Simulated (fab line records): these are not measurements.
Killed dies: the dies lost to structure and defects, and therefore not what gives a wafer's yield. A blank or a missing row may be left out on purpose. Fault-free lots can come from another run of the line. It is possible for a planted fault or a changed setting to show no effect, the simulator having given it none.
Chamber matching	flow nand harc	rie diel-03 running NHARC_P_M0_ETCH_34: 4 sister chambers
The step etches the open film in N2/H2, target depth 40 nm, overetch 12 nm, time 43.94 s. 18 wafers are shown with their chamber, then 9 later ones without.

WAFERS, EACH WITH ITS CHAMBER
wafer	chamber	showerhead plenum p Torr (Torr)	rf vpp V (V)	oes product au (a.u.)
L639.1	3	2.00	428.6	0.995
L639.3	1	1.94	427.8	1.015
L639.6	2	2.10	430.7	0.996
L643.1	3	2.00	430.1	0.986
L643.4	0	2.21	435.4	1.021
L643.6	2	2.10	432.9	0.999
L642.1	1	1.94	426.8	1.012
L642.5	1	1.94	428.7	1.014
L642.6	0	2.21	436.3	1.027
L645.2	0	2.21	435.6	1.026
L645.4	0	2.21	435.9	1.023
L645.6	3	2.00	429.4	0.996
L651.1	2	2.10	431.5	0.997
L651.5	1	1.94	428.0	1.020
L651.6	2	2.09	431.7	1.009
L650.1	2	2.09	432.8	0.999
L650.2	0	2.21	436.1	1.028
L650.5	1	1.94	427.3	1.016

SIGNATURES (means of the wafers above)
reading	chamber 0	chamber 1	chamber 2	chamber 3	scatter within a chamber
showerhead plenum p Torr	2.2100	1.9400	2.0960	2.0000	0.00293
rf vpp V	435.860	427.720	431.920	429.367	0.716
oes product au	1.02500	1.01540	1.00000	0.99233	0.00412
Rule: for a wafer and a chamber, the distance is found by dividing, reading by reading, the gap between the wafer's reading and the chamber's mean by the reading's scatter, squaring, summing and taking the root. The wafer belongs to the nearest chamber; if the next one is less than 2 further off, it can't be placed. The scatter: the root of (the sum of the squares of (reading less its chamber's mean) over the shown wafers, divided by (wafers less chambers)).

WAFERS MISSING THEIR CHAMBER
wafer	showerhead plenum p Torr (Torr)	rf vpp V (V)	oes product au (a.u.)
L658.2	2.20	435.9	1.028
L658.5	2.20	433.6	1.017
L658.6	1.93	427.8	1.009
L660.1	2.00	429.8	0.997
L660.4	1.93	429.0	1.009
L660.5	2.09	432.9	1.011
L661.3	2.00	429.6	0.997
L661.4	2.20	435.5	1.027
L661.6	2.00	430.1	0.992

WHICH CHAMBER EACH WENT THROUGH
wafer	from the rows above	in truth
L658.2	0	0
L658.5	0	0
L658.6	1	1
L660.1	3	3
L660.4	1	1
L660.5	2	2
L661.3	3	3
L661.4	0	0
L661.6	3	3
Correct placement for 9 of the 9. Number that these rows cannot place: 0. Placed wrongly: 0.
